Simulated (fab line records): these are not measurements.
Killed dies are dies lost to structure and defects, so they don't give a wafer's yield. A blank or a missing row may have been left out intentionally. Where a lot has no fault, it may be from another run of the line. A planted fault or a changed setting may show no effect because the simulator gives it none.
2 desks, one fault / flow n5-finfet / each desk holds nothing but its own numbers, with what lay behind them at the end

== THE TOOL OWNER'S DESK: rie-diel-03 ==
The tool's own readings at N5_BEOL_M0_SAQP_SPACER2_ETCHBACK_27 (etches SiO2 in CHF3/O2, target depth 22.5 nm, time 11.25 s): means of the sampled wafers that have a number, for each lot that ran on this tool. If a lot's mean is further than 4 standard deviations from the usual mean, the lot is out of limits and carries the mark OUT (the distance appears in the brackets).
Columns: A = drypump-motor-current-A at N5_BEOL_M0_SAQP_SPACER2_ETCHBACK_27, usual 5.9 A; B = oes-product-au at N5_BEOL_M0_SAQP_SPACER2_ETCHBACK_27, usual 0.81 a.u.; C = rf-vpp-V at N5_BEOL_M0_SAQP_SPACER2_ETCHBACK_27, usual 531 V; D = showerhead-plenum-p-Torr at N5_BEOL_M0_SAQP_SPACER2_ETCHBACK_27, usual 2.42 Torr; E = throttle-valve-pct at N5_BEOL_M0_SAQP_SPACER2_ETCHBACK_27, usual 18.85 %
lot=L652; first seen here=day 6 00:01; A=6.2; B=0.69; C=538; D=2.44; E=19.00
lot=L661; first seen here=day 8 11:07; A=6.4; B=1.35 (+5.4) OUT; C=542; D=2.41; E=18.56
lot=L662; first seen here=day 8 23:19; A=5.9; B=1.12; C=529; D=2.38; E=18.98
This desk's finding: out of limits on L661; first on L661, day 8 11:07 (oes-product-au at N5_BEOL_M0_SAQP_SPACER2_ETCHBACK_27). In limits: L652, L662.

== THE METROLOGY DESK ==
What the gauges read, lot by lot, whatever tool the lot ran on: means of the sampled wafers that have a number. If a lot's mean is further than 4 standard deviations from the usual mean, the lot is out of limits and carries the mark OUT (the distance appears in the brackets). Readings shown: 7 of its 10, picked as those furthest out on some lot.
Columns: A = DIBL_N at N5_BEOL_M4_RC_MEAS_101, usual 36.1 mV/V; B = IOFF_N at N5_BEOL_M4_RC_MEAS_101, usual 0.15 nA/um; C = ION_N at N5_BEOL_M4_RC_MEAS_101, usual 672 uA/um; D = ION_P at N5_BEOL_M4_RC_MEAS_101, usual 463 uA/um; E = SS_N at N5_BEOL_M4_RC_MEAS_101, usual 71.5 mV/dec; F = VT_N at N5_BEOL_M4_RC_MEAS_101, usual 251 mV; G = VT_P at N5_BEOL_M4_RC_MEAS_101, usual -250 mV
lot=L652; first seen here=day 8 08:12; A=34.9; B=0.14; C=674; D=471; E=71.3; F=250; G=-247
lot=L661; first seen here=day 10 23:59; A=36.2; B=0.16; C=666; D=460; E=72.0; F=249; G=-248
lot=L662; first seen here=day 11 06:20; A=37.5; B=0.18; C=691; D=472; E=72.0; F=247; G=-249
lot=L665; first seen here=day 12 00:04; A=35.1; B=0.15; C=684; D=475; E=71.6; F=250; G=-245
Finding of this desk: none of the 4 lots has anything out of limits.

== ALL TOGETHER ==
The tool owner's desk could have raised an alarm at day 8 11:07, on L661.
Nothing out of limits was seen by the metrology desk.
The metrology desk has L661 on record, within its limits.
The lots listed all ran N5_BEOL_M0_SAQP_SPACER2_ETCHBACK_27 on rie-diel-03.

== WHAT WAS PUT IN BY THE SIMULATOR ==
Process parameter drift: rie-diel-03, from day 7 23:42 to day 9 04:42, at N5_BEOL_M0_SAQP_SPACER2_ETCHBACK_27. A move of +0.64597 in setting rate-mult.
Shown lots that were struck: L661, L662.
Delay in hours, fault start to first out-of-limits reading, by desk: the tool owner's desk at 11.
